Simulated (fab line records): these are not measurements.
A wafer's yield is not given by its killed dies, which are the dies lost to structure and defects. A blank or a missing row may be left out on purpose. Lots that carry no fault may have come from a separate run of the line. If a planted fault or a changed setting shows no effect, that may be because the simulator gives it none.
Matching of chambers | flow nand-harc | pecvd-04 running NHARC_A_M0_PRE_CLEAN_31: 3 sister chambers
The step time 12 s. 3 wafers are shown with their chamber, then 8 later ones without.

== EACH WAFER AND ITS CHAMBER ==
wafer  | chamber | heater-power-w (W)
L082.4 | 1       | 557
L088.5 | 2       | 615
L090.3 | 0       | 674

== WAFERS WITHOUT THEIR CHAMBER ==
wafer  | heater-power-w (W)
L090.5 | 663
L090.6 | 596
L093.3 | 590
L093.4 | 669
L093.5 | 582
L094.3 | 543
L094.4 | 664
L094.6 | 539

== THE CHAMBER EACH PASSED THROUGH ==
wafer  | from the rows above     | in truth
L090.5 | 0                       | 0
L090.6 | can't be placed: 2 or 1 | 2
L093.3 | can't be placed: 2 or 1 | 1
L093.4 | 0                       | 0
L093.5 | can't be placed: 1 or 2 | 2
L094.3 | 1                       | 1
L094.4 | 0                       | 0
L094.6 | 1                       | 1
Correct placement for 5 of the 8. Can't be placed from these rows: 3 (the true chamber is among the candidates in 3). Number placed wrongly: 0.
How it was worked out, from the rows above alone: a wafer's distance from a chamber is the root of the sum, over the readings, of the square of ((its reading less the chamber's mean) divided by the reading's scatter). The wafer belongs to the nearest chamber; if the next one is less than 2 further off, it can't be placed. A chamber's mean is the mean of its shown wafers. The scatter: with one shown wafer a chamber, the root of the mean of the squares of how far each hidden wafer lies from its nearest shown one.
